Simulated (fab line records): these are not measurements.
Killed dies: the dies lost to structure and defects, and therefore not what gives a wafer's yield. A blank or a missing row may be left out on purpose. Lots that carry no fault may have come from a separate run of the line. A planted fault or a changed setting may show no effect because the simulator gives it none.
A lot that was struck, set against a sound lot	flow nand_harc	14 out of 1159 route steps
Sound: wafers L515.3, L515.4, L515.5. Wafers L523.2, L523.3, L523.6 were the ones struck. The cause is named last.
Per side, at each step with rows, come the tool, then ch with its chambers, and then its first start. Under that, the readings that differ: sound wafers	struck wafers	difference of the means	sigmas: that difference in standard deviations of wafers without a fault.
alike: readings whose means differ by less than 2 such deviations, and words and numbers that are the same on both sides. not compared: withheld readings, readings that some wafer has no value for, bounds like >300 that may hide the same value, and numbers for which the record gives no deviation and whose values overlap.
The two part at a step that has a row with sigmas, a row that says differs or no value, or rows on one side only. Non-overlapping numbers with no deviation appear without sigmas and do not part them. A reading that every wafer of one side lacks parts them only if that side has two wafers or more.

first, 1 step without rows for these wafers: NHARC_A_M0_DEVELOP_08 (develop time 35 s).
NHARC_A_M0_CD_MEAS_09: the cd target is 80 nm.
  sound on cd_sem-03 ch 0, day 19 17:11; struck on cd_sem-01 ch 0, day 21 16:51
  alike: cd_nm
NHARC_A_M0_OVL_MEAS_10: pitch 160 nm.
  sound: overlay-02 at day 19 17:16; struck: overlay-02 at day 21 16:56
reading	sound	struck	difference	sigmas
overlay_y_nm (nm)	2.2 1.4 1.5	-1.2 -0.9 -1.1	-2.8	-3
  alike: overlay_x_nm
NHARC_A_M0_INSPECT_11:
  sound: defect_inspect-02 at day 19 17:19; struck: defect_inspect-01 at day 21 16:58
  alike: raw_defect_count
NHARC_A_M0_DESCUM_14: chemistry O2, time 3 s.
  sound on rie_diel-11 ch 0,2,3, day 19 17:22; struck on rie_diel-07 ch 1,2,3, day 21 17:02
  alike: drypump_motor_current_A, oes_product_au, rf_vpp_V, showerhead_plenum_p_Torr, throttle_valve_pct
  not compared: rf_hours_counter_h
NHARC_A_M0_ETCH_34: etches the open film in N2/H2, target depth 40 nm, overetch 12 nm, time 43.94 s.
  sound on rie_diel-11 ch 0,1,2, day 19 17:28; struck on rie_diel-07 ch 0,1,2, day 21 17:07
  alike: drypump_motor_current_A, oes_product_au, rf_vpp_V, showerhead_plenum_p_Torr, throttle_valve_pct
  not compared: rf_hours_counter_h
NHARC_A_M0_ETCH_15: etches the open film in C4F8/Ar, target depth 150 nm, overetch 15 nm, time 82.5 s.
  sound on rie_diel-11 ch 0,1,3; struck on rie_diel-07 ch 0,3
reading	sound	struck	difference	sigmas
oes_product_au (a.u.)	0.924 0.922 0.917	0.983 0.979 0.979	+0.059	+3
  alike: rf_vpp_V
  not compared: rf_hours_counter_h
NHARC_A_M0_CD_MEAS_16:
  sound: cd_sem-03 at day 19 17:40; struck: cd_sem-01 at day 21 17:20
  alike: cd_nm
NHARC_A_M0_STRIP_18: strips in N2/H2.
  sound on rie_diel-07 ch 0,2, day 19 17:46; struck on rie_diel-11 ch 0,1,3, day 21 17:24
  alike: drypump_motor_current_A, oes_product_au, rf_vpp_V, showerhead_plenum_p_Torr, throttle_valve_pct
  not compared: rf_hours_counter_h
then, 1 step without rows for these wafers: NHARC_A_M0_STRIP_19 (strips in post etch residue remover, time 600 s).
NHARC_A_M0_DEGAS_28: time 60 s.
  sound: pvd_sputter-02 at day 19 18:17; struck: pvd_sputter-02 at day 21 17:58
  alike: heater_power_w
then, 1 step without rows for these wafers: NHARC_A_M0_PRE_CLEAN_29 (time 30 s).
NHARC_A_M0_PVD_20: deposits TaN, target thk 5 nm, time 8.06 s.
  sound: pvd_sputter-02 at day 19 18:23; struck: pvd_sputter-02 at day 21 18:04
  no value came back on the struck wafers for bias_v (V), cathode_dc_power_W (W), throttle_valve_pct (%); on the sound wafers bias_v (V) reads 170.2 166.8 168.5
then, 1 step without rows for these wafers: NHARC_A_M0_PVD_21 (deposits Cu, target thk 30 nm, time 20.49 s).

## WHERE THEY PART
Last at NHARC_A_M0_PVD_20 as far as this record goes, first at NHARC_A_M0_OVL_MEAS_10.

WHY: what the simulator had put in
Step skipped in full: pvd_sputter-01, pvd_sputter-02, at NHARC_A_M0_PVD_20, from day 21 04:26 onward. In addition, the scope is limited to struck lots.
